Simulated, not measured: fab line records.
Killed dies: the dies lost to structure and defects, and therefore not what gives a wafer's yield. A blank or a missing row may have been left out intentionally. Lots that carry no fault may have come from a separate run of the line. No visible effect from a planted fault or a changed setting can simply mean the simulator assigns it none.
Which tool did it?	flow nandHarc	12 lots, 36 wafers sampled, at 5 steps of a route of 1302

== WHAT EACH GAUGE READ, for each wafer ==
NHARC_END_SORT_01.
lot	measured	on	defectLimitedYield (%)	killedAtArray	killedAtOther	killedAtPeriphery	killedDies	killedOpen	killedShort	sort_bin_2_pct (%)	sort_bin_3_pct (%)	sort_bin_4_pct (%)	sortNPass	sortRimYieldPct (%)	sortYieldPct (%)
L350	day 27 15:32	prober-01	0 0 0	44 45 29	0 2 0	633 630 648	677 677 677	0 2 1	2 4 2	95.1 95.3 97.0	1.0 0.1 0.4	3.8 4.6 2.5	0 0 0	0 0 0	0 0 0
L356	day 29 23:56	prober-01	0 0 0	38 38 40	0 1 0	639 638 637	677 677 677	7 3 1	2 2 4	95.9 95.3 96.5	0.1 0.9 0.9	4.0 3.8 2.7	0 0 0	0 0 0	0 0 0

== WHAT TOOL EACH LOT RAN ON (gives the tool, then ch and the chambers of the sampled wafers, and finally the start) ==
lot	NHARC_P_M1_ETCH_35	NHARC_P_M1_PVD_21	NHARC_P_M1_PRE_CLEAN_32	NHARC_P_M2_DEP_00
L343	rieDiel-12 ch 0,3, day 6 07:46	pvdSputter-03, day 6 10:24 or earlier	pecvd-04 ch 1,2, day 6 10:24	pecvd-03 ch 0,2, day 6 10:53
L345	rieDiel-08 ch 0,1, day 7 04:34	pvdSputter-01, day 7 07:38 or earlier	pecvd-04 ch 0,2, day 7 07:38	pecvd-03 ch 1,2, day 7 08:10
L346	rieDiel-12 ch 2,3, day 7 14:40	pvdSputter-03, day 7 17:13 or earlier	pecvd-02 ch 0,1, day 7 17:13	pecvd-03 ch 1,2, day 7 17:42
L348	rieDiel-12 ch 1,2,3, day 8 06:48	pvdSputter-02, day 8 09:22 or earlier	pecvd-04 ch 0,1,2, day 8 09:22	pecvd-03 ch 0,1, day 8 09:53
L349	rieDiel-12 ch 0,2,3, day 8 18:31	pvdSputter-01, day 8 21:05 or earlier	pecvd-02 ch 0,1,2, day 8 21:05	pecvd-04 ch 0,1,2, day 8 21:41
L350	rieDiel-12 ch 1,2, day 9 10:36	pvdSputter-03, day 9 13:10 or earlier	pecvd-02 ch 0,1,2, day 9 13:10	pecvd-02 ch 0,1,2, day 9 13:44
L351	rieDiel-12 ch 0,2,3, day 9 10:50	pvdSputter-02, day 9 13:28 or earlier	pecvd-04 ch 0,2, day 9 13:28	pecvd-04 ch 1,2, day 9 13:56
L356	rieDiel-12 ch 1,2,3, day 11 18:46	pvdSputter-02, day 11 21:20 or earlier	pecvd-03 ch 0,2, day 11 21:20	pecvd-02 ch 0,1,2, day 11 21:53
L362	rieDiel-12 ch 1,2,3, day 14 08:13	pvdSputter-03, day 14 11:05 or earlier	pecvd-03 ch 0,1,2, day 14 11:05	pecvd-03 ch 0,2, day 14 11:45
L364	rieDiel-08 ch 0,2, day 14 21:05	pvdSputter-01, day 14 23:38 or earlier	pecvd-04 ch 0,2, day 14 23:38	pecvd-03 ch 0,1,2, day 15 00:11
L365	rieDiel-12 ch 1,2,3, day 15 10:43	pvdSputter-03, day 15 13:20 or earlier	pecvd-03 ch 0,1,2, day 15 13:20	pecvd-03 ch 0,1,2, day 15 13:49
L366	rieDiel-12 ch 0,1,3, day 16 04:41	pvdSputter-01, day 16 07:14 or earlier	pecvd-02 ch 0,1, day 16 07:14	pecvd-04 ch 0,2, day 16 07:47
- NHARC_P_M1_ETCH_35: etches the open film in N2/H2, target depth 40 nm, overetch 12 nm, time 43.94 s.
- NHARC_P_M1_PVD_21: deposits Cu, target thk 30 nm, time 20.49 s.
- NHARC_P_M1_PRE_CLEAN_32: time 12 s.
- NHARC_P_M2_DEP_00: deposits SiOC, target thk 182.5 nm.

== AS READ BY THE TOOLS THEMSELVES (means over the sampled wafers that have a number; for cases with no such wafer, the mark the record gives instead) ==
NHARC_P_M1_ETCH_35.
lot	tool	drypumpMotorCurrentA (A)	oesProductAu (a.u.)	rfVppV (V)	showerheadPlenumPTorr (Torr)	throttleValvePct (%)
L343	rieDiel-12	5.4	1.006	427.6	1.93	14.172
L345	rieDiel-08	6.5	1.011	429.8	2.01	14.174
L346	rieDiel-12	5.1	1.010	427.1	1.92	14.167
L348	rieDiel-12	5.6	1.016	427.9	1.96	14.167
L349	rieDiel-12	5.4	1.003	427.6	1.95	14.171
L350	rieDiel-12	5.7	0.993	429.0	1.98	14.176
L351	rieDiel-12	5.4	0.999	427.3	1.95	14.174
L356	rieDiel-12	5.6	0.995	428.7	1.96	14.174
L362	rieDiel-12	5.6	0.996	428.1	1.96	14.181
L364	rieDiel-08	5.9	0.997	427.3	1.94	14.173
L365	rieDiel-12	5.6	0.995	428.0	1.95	14.173
L366	rieDiel-12	5.9	1.004	428.9	1.96	14.166

NHARC_P_M1_PVD_21.
lot	tool	substrateTempC (C)	throttleValvePct (%)
L343	pvdSputter-03	30.02	30.8
L345	pvdSputter-01	30.04	29.6
L346	pvdSputter-03	29.93	30.7
L348	pvdSputter-02	30.09	30.3
L349	pvdSputter-01	30.11	30.0
L350	pvdSputter-03	30.01	30.3
L351	pvdSputter-02	29.97	30.3
L356	pvdSputter-02	29.87	30.0
L362	pvdSputter-03	30.10	29.5
L364	pvdSputter-01	29.96	29.5
L365	pvdSputter-03	30.03	31.0
L366	pvdSputter-01	30.13	29.4

NHARC_P_M1_PRE_CLEAN_32.
lot	tool	heaterPowerOuterW (W)	heaterPowerW (W)
L343	pecvd-04	385	694
L345	pecvd-04	435	749
L346	pecvd-02	365	640
L348	pecvd-04	404	707
L349	pecvd-02	382	673
L350	pecvd-02	409	707
L351	pecvd-04	416	724
L356	pecvd-03	351	583
L362	pecvd-03	347	588
L364	pecvd-04	422	739
L365	pecvd-03	336	563
L366	pecvd-02	371	650

NHARC_P_M2_DEP_00.
lot	tool	chamberPressureTorr (Torr)
L343	pecvd-03	4.997
L345	pecvd-03	5.002
L346	pecvd-03	4.996
L348	pecvd-03	4.993
L349	pecvd-04	5.001
L350	pecvd-02	4.999
L351	pecvd-04	5.005
L356	pecvd-02	4.994
L362	pecvd-03	4.998
L364	pecvd-03	4.990
L365	pecvd-03	5.001
L366	pecvd-04	4.994

== THE ANSWER, worked out from the rows above alone ==
Rule: usual is defined by the lots themselves. The widest of any qualifying gaps counts: lots, ordered by their means at a reading, are off when they make up no more than a third of the lots, leave a main group of 4 or more, and stand apart from it by 3 or more times the standard deviation of that group's means. Not used: any main group whose means are identical at the precision the tables above print for the reading. Also off: a lot with no number at a reading for which 4 or more lots have one. All remaining lots with rows at the step are treated as sound. The gauges are gone through in route order, then the tools' own readings, and for those a lot's mean is taken as printed above. The first step at which some lot is off is used, and at that step the reading that is off furthest; a lot without a number counts as furthest.
Across all readings shown, no lot is off: no conclusion can be drawn from this.

== WHAT THE SIMULATOR HAD PUT IN ==
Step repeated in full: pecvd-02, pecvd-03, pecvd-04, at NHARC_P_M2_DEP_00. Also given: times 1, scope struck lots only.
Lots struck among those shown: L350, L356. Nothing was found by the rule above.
